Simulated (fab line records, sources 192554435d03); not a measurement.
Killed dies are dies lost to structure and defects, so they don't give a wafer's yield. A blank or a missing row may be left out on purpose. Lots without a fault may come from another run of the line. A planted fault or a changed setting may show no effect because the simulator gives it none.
Chamber matching | flow n5_finfet | N5_BEOL_M12_DESCUM_33 on rie_diel-06: 4 sister chambers
The step chemistry O2, time 7.9 s. 16 wafers are shown with their chamber, then 8 later ones without.

WAFERS WITH THEIR CHAMBER
wafer  | chamber | showerhead_plenum_p_Torr (Torr) | throttle_valve_pct (%) | oes_product_au (a.u.)
L077.1 | 2       | 2.12                            | 20.24                  | 0.85
L077.2 | 1       | 2.22                            | 20.34                  | 0.94
L077.4 | 0       | 2.00                            | 20.95                  | 0.71
L079.3 | 1       | 2.22                            | 20.34                  | 0.93
L079.4 | 2       | 2.11                            | 20.26                  | 0.86
L079.6 | 2       | 2.11                            | 20.24                  | 0.86
L081.2 | 0       | 2.00                            | 20.95                  | 0.71
L081.4 | 3       | 2.08                            | 20.29                  | 0.73
L081.5 | 0       | 2.00                            | 20.96                  | 0.70
L083.2 | 2       | 2.11                            | 20.25                  | 0.84
L083.5 | 3       | 2.08                            | 20.31                  | 0.74
L083.6 | 2       | 2.11                            | 20.25                  | 0.85
L084.3 | 1       | 2.21                            | 20.36                  | 0.91
L084.4 | 3       | 2.08                            | 20.32                  | 0.74
L084.5 | 0       | 2.00                            | 20.98                  | 0.72
L091.3 | 1       | 2.21                            | 20.36                  | 0.88

SIGNATURES (means of the wafers above)
reading                  | chamber 0 | chamber 1 | chamber 2 | chamber 3 | scatter within a chamber
showerhead_plenum_p_Torr | 2.0000    | 2.2150    | 2.1120    | 2.0800    | 0.00387
throttle_valve_pct       | 20.9600   | 20.3500   | 20.2480   | 20.3067   | 0.0121
oes_product_au           | 0.7100    | 0.9150    | 0.8520    | 0.7367    | 0.0149
Rule: a wafer's distance from a chamber is the root of the sum, over the readings, of the square of ((its reading less the chamber's mean) divided by the reading's scatter). The wafer belongs to the nearest chamber; if the next one is less than 2 further off, it can't be placed. The scatter: the root of (the sum of the squares of (reading less its chamber's mean) over the shown wafers, divided by (wafers less chambers)).

WAFERS WITHOUT THEIR CHAMBER
wafer  | showerhead_plenum_p_Torr (Torr) | throttle_valve_pct (%) | oes_product_au (a.u.)
L091.4 | 2.07                            | 20.35                  | 0.73
L091.5 | 1.99                            | 21.00                  | 0.69
L090.2 | 1.99                            | 21.00                  | 0.69
L090.3 | 2.10                            | 20.27                  | 0.82
L090.4 | 2.21                            | 20.38                  | 0.87
L096.1 | 2.07                            | 20.37                  | 0.72
L096.4 | 2.20                            | 20.39                  | 0.86
L096.6 | 2.10                            | 20.29                  | 0.82

WHICH CHAMBER EACH WENT THROUGH
wafer  | from the rows above | in truth
L091.4 | 3                   | 3
L091.5 | 0                   | 0
L090.2 | 0                   | 0
L090.3 | 2                   | 2
L090.4 | 1                   | 1
L096.1 | 3                   | 3
L096.4 | 1                   | 1
L096.6 | 2                   | 2
Placed correctly: 8 of 8. Can't be placed from these rows: 0. Placed wrongly: 0.
